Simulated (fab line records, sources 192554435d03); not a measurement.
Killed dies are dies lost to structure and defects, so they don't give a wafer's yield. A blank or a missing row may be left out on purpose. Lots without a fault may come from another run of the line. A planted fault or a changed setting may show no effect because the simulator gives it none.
Chamber matching | flow n5_finfet | N5_GATE_CUT_DESCUM_18 on rie_diel-06: 4 sister chambers
The step chemistry O2, time 7 s. 14 wafers are shown with their chamber, then 7 later ones without.

WAFERS WITH THEIR CHAMBER
wafer  | chamber | showerhead_plenum_p_Torr (Torr) | drypump_motor_current_A (A) | oes_product_au (a.u.)
L081.1 | 0       | 2.20                            | 6.5                         | 0.79
L081.2 | 3       | 1.98                            | 5.8                         | 0.70
L081.4 | 2       | 2.12                            | 5.5                         | 0.82
L083.2 | 3       | 1.98                            | 5.8                         | 0.70
L083.3 | 2       | 2.12                            | 5.5                         | 0.80
L083.4 | 0       | 2.19                            | 6.5                         | 0.77
L084.4 | 2       | 2.12                            | 5.5                         | 0.82
L084.5 | 3       | 1.98                            | 5.8                         | 0.70
L084.6 | 0       | 2.19                            | 6.5                         | 0.78
L087.2 | 3       | 1.98                            | 5.8                         | 0.70
L087.4 | 1       | 2.06                            | 6.2                         | 0.98
L087.6 | 1       | 2.06                            | 6.3                         | 0.98
L088.2 | 2       | 2.11                            | 5.5                         | 0.80
L088.5 | 0       | 2.19                            | 6.5                         | 0.77

SIGNATURES (means of the wafers above)
reading                  | chamber 0 | chamber 1 | chamber 2 | chamber 3 | scatter within a chamber
showerhead_plenum_p_Torr | 2.1925    | 2.0600    | 2.1175    | 1.9800    | 0.00387
drypump_motor_current_A  | 6.500     | 6.250     | 5.500     | 5.800     | 0.0224
oes_product_au           | 0.7775    | 0.9800    | 0.8100    | 0.7000    | 0.00822
Rule: a wafer's distance from a chamber is the root of the sum, over the readings, of the square of ((its reading less the chamber's mean) divided by the reading's scatter). The wafer belongs to the nearest chamber; if the next one is less than 2 further off, it can't be placed. The scatter: the root of (the sum of the squares of (reading less its chamber's mean) over the shown wafers, divided by (wafers less chambers)).

WAFERS WITHOUT THEIR CHAMBER
wafer  | showerhead_plenum_p_Torr (Torr) | drypump_motor_current_A (A) | oes_product_au (a.u.)
L088.6 | 2.06                            | 6.3                         | 0.96
L092.1 | 1.97                            | 5.8                         | 0.68
L092.2 | 2.11                            | 5.5                         | 0.80
L092.5 | 2.11                            | 5.5                         | 0.79
L097.3 | 2.11                            | 5.5                         | 0.78
L097.4 | 2.05                            | 6.3                         | 0.90
L097.5 | 1.97                            | 5.8                         | 0.67

WHICH CHAMBER EACH WENT THROUGH
wafer  | from the rows above | in truth
L088.6 | 1                   | 1
L092.1 | 3                   | 3
L092.2 | 2                   | 2
L092.5 | 2                   | 2
L097.3 | 2                   | 2
L097.4 | 1                   | 1
L097.5 | 3                   | 3
Placed correctly: 7 of 7. Can't be placed from these rows: 0. Placed wrongly: 0.
